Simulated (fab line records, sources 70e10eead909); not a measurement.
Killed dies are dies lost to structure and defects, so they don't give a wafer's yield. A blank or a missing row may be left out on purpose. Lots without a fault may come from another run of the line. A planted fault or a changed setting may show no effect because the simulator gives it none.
A struck lot beside a sound one | flow nand_harc | 14 steps out of a route of 1302
Sound: wafers L342.2, L342.4, L342.5. Struck: wafers L352.2, L352.4, L352.5. The cause comes at the end.
At each step with rows: each side's tool, then ch and its chambers, then its first start. Under that, the readings that differ: sound wafers | struck wafers | difference of the means | sigmas: that difference in standard deviations of wafers without a fault.
alike: readings whose means differ by less than 2 such deviations, and words and numbers that are the same on both sides. not compared: withheld readings, readings that some wafer has no value for, bounds like >300 that may hide the same value, and numbers for which the record gives no deviation and whose values overlap.
The two part at a step that has a row with sigmas, a row that says differs or no value, or rows on one side only. Numbers that don't overlap but have no deviation are shown without sigmas and don't part them. A reading that every wafer of one side lacks parts them only if that side has two wafers or more.

first, 2 steps without rows for these wafers: NHARC_A_SOURCE_PLATE_CVD_03 (deposits poly-Si, target thk 200 nm, time 4000 s); NHARC_A_SOURCE_PLATE_ANNEAL_05 (time 1800 s).
NHARC_A_SOURCE_PLATE_THK_MEAS_06: measures by ellipsometry.
  sound on film_metro-01, day 11 02:28; struck on film_metro-01, day 15 07:16
  alike: thk_nm
NHARC_A_SOURCE_PLATE_INSPECT_08:
  sound on defect_inspect-01, day 11 02:34; struck on defect_inspect-01, day 15 07:19
  alike: raw_defect_count
then, 1 step without rows for these wafers: NHARC_A_ONON_D1_DEP_00 (target thk 1000 nm).
NHARC_A_ONON_D1_THK_MEAS_02: measures by ellipsometry.
  sound on film_metro-02, day 11 03:09; struck on film_metro-01, day 15 07:54
  reading     | sound       | struck         | difference | sigmas
  thk_nm (nm) | 997 995 996 | 1018 1016 1016 | +21        | +2
then, 1 step without rows for these wafers: NHARC_A_ONON_D1_DEP_03 (target thk 1000 nm).
NHARC_A_ONON_D1_THK_MEAS_05: measures by ellipsometry.
  sound on film_metro-02, day 11 03:43; struck on film_metro-01, day 15 08:29
  reading     | sound       | struck         | difference | sigmas
  thk_nm (nm) | 989 990 991 | 1008 1010 1008 | +19        | +2
then, 1 step without rows for these wafers: NHARC_A_ONON_D1_DEP_06 (target thk 1000 nm).
NHARC_A_ONON_D1_THK_MEAS_08: measures by ellipsometry.
  sound on film_metro-01, day 11 04:17; struck on film_metro-02, day 15 09:02
  alike: thk_nm
NHARC_A_ONON_D1_DEP_09: target thk 1000 nm.
  sound on pecvd_onon-04 ch 0, day 11 04:23; struck on pecvd_onon-02 ch 0, day 15 09:09
  alike: sih4_flow_sccm, susceptor_temp_C
NHARC_A_ONON_D1_THK_MEAS_11: measures by ellipsometry.
  sound on film_metro-02, day 11 04:50; struck on film_metro-02, day 15 09:36
  reading     | sound       | struck      | difference | sigmas
  thk_nm (nm) | 997 998 994 | 589 589 589 | -407       | -37
then, 1 step without rows for these wafers: NHARC_A_ONON_D1_DEP_12 (target thk 1000 nm).
-- the record jumps here: 16 days lie between the struck wafers' starts before and after (it left off in module A_ONON_D1 and takes up again in module END, whose first step shown is number 1302 of the route) --
NHARC_END_SORT_01:
  the record has rows for the struck wafers here (prober-02 ch 0, day 31 15:52) and none for the sound ones

WHERE THEY PART
First at NHARC_A_ONON_D1_THK_MEAS_02; last, within this record, at NHARC_END_SORT_01.

WHY: what the simulator had put in
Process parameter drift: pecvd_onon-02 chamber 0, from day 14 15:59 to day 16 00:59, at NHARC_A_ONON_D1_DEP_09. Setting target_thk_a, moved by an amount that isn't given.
